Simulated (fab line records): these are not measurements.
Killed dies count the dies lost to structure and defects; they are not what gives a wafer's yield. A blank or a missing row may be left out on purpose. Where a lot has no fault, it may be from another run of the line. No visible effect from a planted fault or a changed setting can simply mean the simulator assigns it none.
Chamber matching + flow n5 finfet + N5_HKMG_FIN_ALD_74 on ald hk-01: 4 sister chambers
The step deposits La2O3, target thk 0.5 nm, pulse time 6 s, co reactant pulse time 1 s. 4 wafers are shown with their chamber, then 7 later ones without.

EACH WAFER AND ITS CHAMBER
| wafer  | chamber | heater power w (W) |
|--------|---------|--------------------|
| L074.6 | 2       | 352                |
| L082.2 | 0       | 361                |
| L084.4 | 1       | 357                |
| L084.5 | 3       | 331                |

WAFERS WITH NO CHAMBER GIVEN
| wafer  | heater power w (W) |
|--------|--------------------|
| L084.6 | 362                |
| L086.1 | 364                |
| L086.2 | 357                |
| L086.6 | 363                |
| L091.1 | 360                |
| L091.2 | 353                |
| L091.6 | 343                |

THE CHAMBER EACH PASSED THROUGH
| wafer  | from the rows above          | in truth |
|--------|------------------------------|----------|
| L084.6 | can't be placed: 0 or 1      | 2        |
| L086.1 | can't be placed: 0 or 1      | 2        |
| L086.2 | can't be placed: 1 or 0 or 2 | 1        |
| L086.6 | can't be placed: 0 or 1      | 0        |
| L091.1 | can't be placed: 0 or 1 or 2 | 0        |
| L091.2 | can't be placed: 2 or 1 or 0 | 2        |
| L091.6 | can't be placed: 2 or 3 or 1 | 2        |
Placed correctly: 0 of 7. These rows do not allow placing 7 (true chamber among the candidates in 5). 0 placed wrongly.
How it was worked out, from the rows above alone: a wafer's distance from a chamber is the root of the sum, over the readings, of the square of ((its reading less the chamber's mean) divided by the reading's scatter). If the next closest chamber is less than 2 further off than the closest, the wafer can't be placed; otherwise it belongs to the closest. Each chamber's mean is taken over the wafers shown for it. The scatter: with one shown wafer a chamber, the root of the mean of the squares of how far each hidden wafer lies from its nearest shown one.
